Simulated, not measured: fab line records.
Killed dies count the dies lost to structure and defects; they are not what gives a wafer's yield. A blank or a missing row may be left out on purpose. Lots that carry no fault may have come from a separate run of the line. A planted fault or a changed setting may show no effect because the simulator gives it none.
Matching of chambers -- flow nand_harc -- 4 sister chambers for NHARC_A_M1_ETCH_35 on rie_diel-12
The step etches the open film in N2/H2, target depth 40 nm, overetch 12 nm, time 43.94 s. 4 wafers are shown with their chamber, then 9 later ones without.

== WAFERS PAIRED WITH THEIR CHAMBERS ==
wafer,chamber,rf_vpp_V (V)
L819.1,2,431.8
L821.1,0,433.4
L821.3,1,428.4
L821.4,3,426.1

== WAFERS WITH NO CHAMBER GIVEN ==
wafer,rf_vpp_V (V)
L824.3,424.6
L824.4,431.7
L824.6,428.0
L825.2,434.4
L825.4,435.3
L825.6,429.0
L826.3,425.5
L826.4,432.0
L826.6,432.5

== THE CHAMBER EACH PASSED THROUGH ==
wafer,from the rows above,in truth
L824.3,3,3
L824.4,can't be placed: 2 or 0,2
L824.6,can't be placed: 1 or 3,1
L825.2,can't be placed: 0 or 2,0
L825.4,can't be placed: 0 or 2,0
L825.6,1,1
L826.3,3,3
L826.4,can't be placed: 2 or 0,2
L826.6,can't be placed: 2 or 0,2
Placed correctly: 3 of 9. Can't be placed from these rows: 6 (the true chamber is among the candidates in 6). Placed wrongly: 0.
How it was worked out, from the rows above alone: a wafer's distance from a chamber is the root of the sum, over the readings, of the square of ((its reading less the chamber's mean) divided by the reading's scatter). The wafer belongs to the nearest chamber; if the next one is less than 2 further off, it can't be placed. A chamber's mean is the mean of its shown wafers. The scatter: root of mean squared gap, hidden wafer to nearest shown wafer, with one shown wafer a chamber.
